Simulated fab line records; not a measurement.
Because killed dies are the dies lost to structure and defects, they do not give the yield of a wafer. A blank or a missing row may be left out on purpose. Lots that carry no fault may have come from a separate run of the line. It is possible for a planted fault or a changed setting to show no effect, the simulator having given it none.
What tool caused it? + flow n5Finfet + 7 lots (21 wafers sampled), 1 step of a 1938-step route

== WHAT THE GAUGES SHOWED, per wafer ==
N5_DUMMY_GATE_CD_MEAS_50 targets a cd of 14 nm.
| lot  | measured    | on       | cdNm (nm)      |
|------|-------------|----------|----------------|
| L524 | day 3 12:43 | cdSem-03 | 14.4 14.3 14.1 |
| L529 | day 4 15:22 | cdSem-01 | 13.6 13.9 14.3 |
| L531 | day 5 04:58 | cdSem-02 | 14.7 13.7 14.7 |
| L538 | day 6 22:04 | cdSem-03 | 13.9 13.9 13.8 |
| L540 | day 7 11:53 | cdSem-03 | 14.8 14.5 14.5 |
| L543 | day 8 05:37 | cdSem-03 | 14.1 14.0 14.7 |
| L545 | day 8 18:59 | cdSem-03 | 13.9 13.7 13.7 |

== WHAT TOOL EACH LOT RAN ON (gives the tool, then ch and the chambers of the sampled wafers, and finally the start) ==
Before these readings, the record contains no process step.

== THE ANSWER, worked out from the rows above alone ==
Rule: the lots themselves supply what counts as usual. The widest of any qualifying gaps counts: lots, ordered by their means at a reading, are off when they make up no more than a third of the lots, leave a main group of 4 or more, and stand apart from it by 3 or more times the standard deviation of that group's means. A main group whose means are all the same, to the digits that the tables above print for the reading, isn't used. Also off: a lot with no number at a reading for which 4 or more lots have one. All remaining lots with rows at the step are treated as sound.
Across all readings shown, no lot is off: no conclusion can be drawn from this.

== WHAT WAS PUT IN BY THE SIMULATOR ==
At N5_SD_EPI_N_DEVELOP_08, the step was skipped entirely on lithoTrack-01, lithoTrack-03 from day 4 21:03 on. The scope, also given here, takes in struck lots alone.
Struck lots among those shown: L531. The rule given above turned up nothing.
